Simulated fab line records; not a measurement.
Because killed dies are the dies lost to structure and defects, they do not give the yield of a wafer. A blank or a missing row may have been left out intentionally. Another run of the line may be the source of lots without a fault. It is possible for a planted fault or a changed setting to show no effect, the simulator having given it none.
Struck lot and sound lot, side by side | flow nandHarc | 14 out of 1302 route steps
Sound: wafers L298.1, L298.2, L298.4. Struck: wafers L308.1, L308.4, L308.6. The cause is given at the end.
At each step with rows: each side's tool, then ch and its chambers, then its first start. Under that, the readings that differ: sound wafers | struck wafers | difference of the means | sigmas: that difference in standard deviations of wafers without a fault.
alike: readings whose means differ by less than 2 such deviations, and words and numbers that are the same on both sides. not compared: withheld readings, readings that some wafer has no value for, bounds like >300 that may hide the same value, and numbers for which the record gives no deviation and whose values overlap.
The two part at a step that has a row with sigmas, a row that says differs or no value, or rows on one side only. Numbers that have no deviation but don't overlap get no sigmas and don't part them. A reading that every wafer of one side lacks parts them only if that side has two wafers or more.

first, 3 steps without rows for these wafers: NHARC_P_M1_DESCUM_14 (chemistry O2, time 3 s); NHARC_P_M1_ETCH_35 (etches the open film in N2/H2, target depth 40 nm, overetch 12 nm, time 43.94 s); NHARC_P_M1_ETCH_15 (etches the open film in C4F8/Ar, target depth 182.5 nm, time 91.2 s).
NHARC_P_M1_CD_MEAS_16:
  sound: cdSem-01 at day 7 06:22; struck: cdSem-01 at day 11 10:25
  alike: cdNm
NHARC_P_M1_STRIP_18: strips in N2/H2.
  sound on rieDiel-06 ch 0,1,2, day 7 06:27; struck on rieDiel-07 ch 1,3, day 11 10:31
reading    | sound          | struck         | difference | sigmas
rfVppV (V) | 90.3 90.4 88.6 | 92.2 92.9 91.2 | +2.3       | +2
  alike: chamberPressureMTorr, drypumpMotorCurrentA, oesProductAu, showerheadPlenumPTorr, throttleValvePct
  not compared: rfHoursCounterH
NHARC_P_M1_ETCH_28: etches the open film in CF4/N2, target depth 30 nm, time 72.99 s.
  sound: rieDiel-06 ch 1,2,3; struck: rieDiel-07 ch 1,3
  alike: chamberPressureMTorr, drypumpMotorCurrentA, oesProductAu, rfVppV, showerheadPlenumPTorr, throttleValvePct
  not compared: rfHoursCounterH
then, 1 step without rows for these wafers: NHARC_P_M1_STRIP_19 (strips in post etch residue remover, time 600 s).
NHARC_P_M1_DEGAS_29: time 60 s.
  sound: pvdSputter-02 at day 7 07:08; struck: pvdSputter-02 at day 11 11:08
  alike: heaterPowerW
NHARC_P_M1_PRE_CLEAN_30: time 30 s.
  sound on pvdSputter-02; struck on pvdSputter-02
  alike: heaterPowerW
then, 1 step without rows for these wafers: NHARC_P_M1_PVD_20 (deposits TaN, target thk 5 nm, time 8.06 s).
NHARC_P_M1_PVD_21: deposits Cu, target thk 30 nm, time 20.49 s.
  sound on pvdSputter-02; struck on pvdSputter-02
  alike: throttleValvePct
then, 1 step without rows for these wafers: NHARC_P_M1_ECD_22 (material Cu, target thk 400 nm).
NHARC_P_M1_ANNEAL_31: time 90 s.
  sound on rtpAnneal-02 ch 0, day 7 07:53; struck on rtpAnneal-01, day 11 11:52
  no value came back on the struck wafers for annealTempC (C), annealTempCMax, wafer_temp_C_max; on the sound wafers annealTempC (C) reads 224.86 225.10 224.83
then, 1 step without rows for these wafers: NHARC_P_M1_CMP_23 (polishes, t overpolish 20 s, target thk 157.82 nm).

WHERE THEY PART
Earliest at NHARC_P_M1_STRIP_18; latest, in this record, at NHARC_P_M1_ANNEAL_31.

WHY: the cause the simulator had injected
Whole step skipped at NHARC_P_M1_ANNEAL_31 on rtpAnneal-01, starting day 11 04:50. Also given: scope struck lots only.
